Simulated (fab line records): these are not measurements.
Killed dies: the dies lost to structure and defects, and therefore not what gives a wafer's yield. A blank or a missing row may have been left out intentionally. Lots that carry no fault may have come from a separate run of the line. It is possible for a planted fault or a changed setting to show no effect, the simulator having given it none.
Split-lot experiment + flow n5 finfet + on a route of 1938 steps: 7 lots, 21 wafers read

== ON THE SPLIT ==
At N5_BEOL_M10_ILD_DEP_00 (deposits SiCOH lowk from DEMS/porogen, target thk 308.51 nm, time 58 s), the setting time s was moved away from the recipe's 58 s on 7 of the 21 wafers read, by -9.0% to +8.1%. This setting was run at the recipe's value on the other wafers.

== FROM SPLIT TO READING: 1 step shown by the file between the two ==
- N5_BEOL_M10_CURE_71: cures SiCOH lowk, time 240 s

== THE READING ==
M10_ILD_THK in nanometres, read at N5_BEOL_M10_THK_MEAS_01. Typical for fault-free wafers on this fab line: 269 nm, with standard deviation 4.4 nm.

| wafer  | tool, chamber at the split | time s as run, s | against the recipe | M10_ILD_THK, nm | against lot-mates on the recipe |
|--------|----------------------------|------------------|--------------------|-----------------|---------------------------------|
| L074.1 | pecvd-01, 1                | 52.79            | -9.0%              | 239             | -24                             |
| L074.2 | pecvd-01, 0                | 58               | recipe             | 261             | -                               |
| L074.5 | pecvd-01, 1                | 58               | recipe             | 266             | -                               |
| L075.1 | pecvd-04, 0                | 61.31            | +5.7%              | 288             | +18                             |
| L075.4 | pecvd-04, 1                | 58               | recipe             | 270             | -                               |
| L075.6 | pecvd-04, 2                | 58               | recipe             | 271             | -                               |
| L079.1 | pecvd-03, 1                | 62.67            | +8.1%              | 287             | +18                             |
| L079.4 | pecvd-03, 2                | 62.67            | +8.1%              | 296             | +27                             |
| L079.5 | pecvd-03, 2                | 58               | recipe             | 269             | -                               |
| L081.1 | pecvd-04, 0                | 58               | recipe             | 274             | -                               |
| L081.3 | pecvd-04, 2                | 58               | recipe             | 269             | -                               |
| L081.5 | pecvd-04, 0                | 58               | recipe             | 280             | -                               |
| L085.1 | pecvd-01, 2                | 58               | recipe             | 265             | -                               |
| L085.4 | pecvd-01, 2                | 58               | recipe             | 271             | -                               |
| L085.6 | pecvd-01, 0                | 58               | recipe             | 264             | -                               |
| L086.1 | pecvd-01, 1                | 53.91            | -7.1%              | 253             | -20                             |
| L086.4 | pecvd-01, 0                | 58               | recipe             | 267             | -                               |
| L086.6 | pecvd-01, 1                | 58               | recipe             | 280             | -                               |
| L092.1 | pecvd-04, 2                | 53.21            | -8.3%              | 240             | -25                             |
| L092.3 | pecvd-04, 1                | 53.21            | -8.3%              | 242             | -23                             |
| L092.5 | pecvd-04, 2                | 58               | recipe             | 265             | -                               |

FIT RESULTS
A straight line over all 21 wafers: M10_ILD_THK changes by +3.07 nm for each +1% of time s; r = +0.94; the points scatter about the line by 5.2 nm.
The same after taking each lot's own level away (the mean of its wafers on the recipe; 21 wafers): +2.85 nm for each +1%; r = +0.97; scatter 3.5 nm.
The reading moves by 26 nm for the largest change in time s, on that fit.
The span of the lots' own levels, 263.5 to 274.3 nm, comes to 2.5 times the standard deviation stated above.
Consequently the slope shifts little with the lot-to-lot level, the two slopes agreeing.
Check: with one of the wafers moved furthest among these (-9.0%) left out of the fit, the line predicts -25.9 nm for it against its lot-mates. Against them it came out at -24.5 nm.

== THESE WAFERS: OTHER SPLITS ==
Before the reading, these wafers also passed through other splits. Each is held against what the fit with the lots' levels taken away leaves over:
| other split on the same wafers | wafers away from the commonest value | r with M10_ILD_THK (lot level and that fit taken away) |
|--------------------------------|--------------------------------------|--------------------------------------------------------|
| N5_BEOL_M9_EXPOSE_08 dose mj   | 10                                   | +0.09                                                  |

== THE WHOLE CHAIN: every reading that the file lists as answering this split, in the file's order ==
| step                    | what it does                                                           | reading                                                                                   | change (the file's fit)              | r (the file's) |
|-------------------------|------------------------------------------------------------------------|-------------------------------------------------------------------------------------------|--------------------------------------|----------------|
| N5_BEOL_M10_ILD_DEP_00  | deposits SiCOH lowk from DEMS/porogen, target thk 308.51 nm, time 58 s | SiCOH_lowk_of_BEOL_M10_ILD_DEP_00.thk nm (the simulator's own value, which no gauge read) | +3.26 nm for each +1% of the setting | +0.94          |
| N5_BEOL_M10_CURE_71     | cures SiCOH lowk, time 240 s                                           | SiCOH_lowk_of_BEOL_M10_ILD_DEP_00.thk nm (the simulator's own value, which no gauge read) | +2.88 nm for each +1% of the setting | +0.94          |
| N5_BEOL_M10_THK_MEAS_01 |                                                                        | M10_ILD_THK                                                                               | +2.87 for each +1% of the setting    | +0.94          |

== THE FILE'S OWN FIT ==
M10_ILD_THK changes by +2.87 nm for each +1% of time s, r = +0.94.
